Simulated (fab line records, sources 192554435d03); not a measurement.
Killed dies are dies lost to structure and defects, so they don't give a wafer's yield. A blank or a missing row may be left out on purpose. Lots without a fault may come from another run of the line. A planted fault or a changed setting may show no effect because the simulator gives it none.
Chamber matching | flow n5_finfet | N5_BEOL_M10_ETCH_65 on rie_diel-01: 4 sister chambers
The step etches SiARC in CF4, target depth 39 nm, time 65 s. 4 wafers are shown with their chamber, then 8 later ones without.

WAFERS WITH THEIR CHAMBER
wafer  | chamber | drypump_motor_current_A (A)
L080.3 | 1       | 5.6
L083.3 | 3       | 5.2
L087.4 | 0       | 6.5
L091.1 | 2       | 5.0

WAFERS WITHOUT THEIR CHAMBER
wafer  | drypump_motor_current_A (A)
L091.3 | 5.6
L091.6 | 5.6
L097.1 | 5.2
L097.2 | 5.6
L097.5 | 5.6
L095.4 | 5.2
L095.5 | 5.7
L095.6 | 5.0

WHICH CHAMBER EACH WENT THROUGH
wafer  | from the rows above | in truth
L091.3 | 1                   | 1
L091.6 | 1                   | 1
L097.1 | 3                   | 3
L097.2 | 1                   | 1
L097.5 | 1                   | 1
L095.4 | 3                   | 3
L095.5 | 1                   | 1
L095.6 | 2                   | 2
Placed correctly: 8 of 8. Can't be placed from these rows: 0. Placed wrongly: 0.
How it was worked out, from the rows above alone: a wafer's distance from a chamber is the root of the sum, over the readings, of the square of ((its reading less the chamber's mean) divided by the reading's scatter). The wafer belongs to the nearest chamber; if the next one is less than 2 further off, it can't be placed. A chamber's mean is the mean of its shown wafers. The scatter: with one shown wafer a chamber, the root of the mean of the squares of how far each hidden wafer lies from its nearest shown one.
